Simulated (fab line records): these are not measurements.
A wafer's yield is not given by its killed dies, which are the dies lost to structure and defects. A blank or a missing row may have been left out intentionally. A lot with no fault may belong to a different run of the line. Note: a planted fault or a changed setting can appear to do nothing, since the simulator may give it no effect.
Split-lot trial ; flow n5_finfet ; route with 1938 steps; 7 lots, 21 wafers read

THE SPLIT
At N5_ILD0_ALD_15 (deposits SiNx, target thk 24 nm, pulse time 1 s, ald cycles 480), the setting ald_cycles was moved away from the recipe's 480 on 6 of the 21 wafers read, by -10.0% to +14.6%. For the rest of the wafers, this setting stayed at what the recipe calls for.

The reading comes from the split's own step.

THE READING
SiNx_of_ILD0_ALD_15.thk_nm (the simulator's own value, which no gauge read), in nm, at N5_ILD0_ALD_15 (deposits SiNx, target thk 24 nm, pulse time 1 s, ald cycles 480). There is no usual value for it anywhere in the file. Across the 15 wafers here that went through the recipe, the average is 24.0 nm and the standard deviation 0.073 nm.

wafer;tool, chamber at the split;ald_cycles as run;against the recipe;SiNx_of_ILD0_ALD_15.thk_nm, nm;against lot-mates on the recipe
L080.2;ald_sin-03, 1;480;recipe;23.8;-
L080.4;ald_sin-03, 3,2;480;recipe;24;-
L080.6;ald_sin-03, 3,2;480;recipe;24;-
L082.1;ald_sin-02, 0;480;recipe;24.2;-
L082.2;ald_sin-02, 3;480;recipe;24;-
L082.3;ald_sin-02, 2;526;+9.6%;26.4;+2.3
L083.1;ald_sin-04, 1,3,1;480;recipe;24;-
L083.2;ald_sin-04, 1,3,1;480;recipe;24;-
L083.5;ald_sin-04, 1,3,1;480;recipe;24;-
L086.1;ald_sin-02, 0;480;recipe;24;-
L086.3;ald_sin-02, 1;432;-10.0%;21.4;-2.6
L086.6;ald_sin-02, 0;432;-10.0%;21.6;-2.4
L090.2;ald_sin-04, 1;441;-8.1%;22;-2.0
L090.4;ald_sin-04, 3,0;480;recipe;24;-
L090.6;ald_sin-04, 3,0;480;recipe;24;-
L091.2;ald_sin-04, 3,1,1;480;recipe;24;-
L091.4;ald_sin-04, 3,1,1;480;recipe;24;-
L091.6;ald_sin-04, 3,1,1;480;recipe;24;-
L094.3;ald_sin-03, 2,0;550;+14.6%;27.6;+3.6
L094.6;ald_sin-03, 2,0;550;+14.6%;27.6;+3.6
L094.5;ald_sin-03, 3;480;recipe;24;-
Where a row lists several chambers, the file gives one row for several wafers and doesn't say which wafer went through which chamber.

FIT RESULTS
A straight line over all 21 wafers: SiNx_of_ILD0_ALD_15.thk_nm changes by +0.248 nm for each +1% of ald_cycles; r = +1.00; the points scatter about the line by 0.073 nm.
The same after taking each lot's own level away (the mean of its wafers on the recipe; 21 wafers): +0.247 nm for each +1%; r = +1.00; scatter 0.062 nm.
Per that fit: largest ald_cycles move, reading shift of 3.6 nm.
The span of the lots' own levels, 23.93 to 24.10 nm, comes to 2.3 times the standard deviation stated above.
So the lot-to-lot level changes the slope little: the two slopes agree.
Check: +3.59 nm against its lot-mates is what the line predicts for one of the wafers moved furthest among these (+14.6%) when that wafer is left out of the fit. It came out at +3.6 nm against them.

ADDITIONAL SPLITS CARRIED BY THESE WAFERS
Before the reading, these wafers also passed through other splits. Each is held against what the fit with the lots' levels taken away leaves over:
other split on the same wafers;wafers away from the commonest value;r with SiNx_of_ILD0_ALD_15.thk_nm (lot level and that fit taken away)
N5_DUMMY_GATE_COAT_34 spin_rpm;9;+0.15
N5_SD_EPI_N_COAT_33 spin_rpm;11;+0.24
N5_SD_EPI_N_ETCH_35 time_s;7;-0.07

THE FILE'S OWN FIT
SiNx_of_ILD0_ALD_15.thk_nm changes by +0.246 nm for each +1% of ald_cycles, r = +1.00.
